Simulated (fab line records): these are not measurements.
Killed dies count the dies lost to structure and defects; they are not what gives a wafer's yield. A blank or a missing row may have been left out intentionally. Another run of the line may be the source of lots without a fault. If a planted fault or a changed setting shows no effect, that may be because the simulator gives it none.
Matching of chambers | flow nandHarc | NHARC_A_ZERO_WELL_DESCUM_12 on rieDiel-02 has 4 sister chambers
The step chemistry O2, time 3 s. 8 wafers are shown with their chamber, then 8 later ones without.

== EACH WAFER AND ITS CHAMBER ==
wafer  | chamber | drypumpMotorCurrentA (A) | rfVppV (V)
L648.1 | 0       | 5.50                     | 57.9
L648.2 | 1       | 5.79                     | 58.1
L650.1 | 3       | 5.79                     | 60.2
L650.4 | 1       | 5.78                     | 58.3
L650.6 | 2       | 5.74                     | 57.3
L651.1 | 0       | 5.49                     | 57.1
L651.2 | 3       | 5.83                     | 59.1
L651.5 | 2       | 5.74                     | 59.2

== WAFERS MISSING THEIR CHAMBER ==
wafer  | drypumpMotorCurrentA (A) | rfVppV (V)
L652.2 | 5.77                     | 58.0
L652.3 | 5.79                     | 58.0
L652.5 | 5.74                     | 59.8
L653.1 | 5.83                     | 58.9
L653.5 | 5.81                     | 59.2
L665.1 | 5.50                     | 58.4
L665.3 | 5.76                     | 58.7
L665.5 | 5.80                     | 59.0

== THE CHAMBER EACH PASSED THROUGH ==
wafer  | from the rows above     | in truth
L652.2 | can't be placed: 1 or 2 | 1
L652.3 | can't be placed: 1 or 3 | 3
L652.5 | can't be placed: 2 or 1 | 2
L653.1 | can't be placed: 3 or 1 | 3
L653.5 | can't be placed: 3 or 1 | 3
L665.1 | 0                       | 0
L665.3 | can't be placed: 2 or 1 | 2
L665.5 | can't be placed: 3 or 1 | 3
Placed correctly: 1 of 8. Cannot be placed on the basis of these rows: 7; the candidates contain the true chamber in 7. Placed wrongly: 0.
How it was worked out, from the rows above alone: a wafer's distance from a chamber is the root of the sum, over the readings, of the square of ((its reading less the chamber's mean) divided by the reading's scatter). If the next closest chamber is less than 2 further off than the closest, the wafer can't be placed; otherwise it belongs to the closest. Each chamber's mean is taken over the wafers shown for it. The scatter: take each reading less its chamber's mean, square it, sum over the shown wafers, divide by the number of wafers less the number of chambers, and take the root.
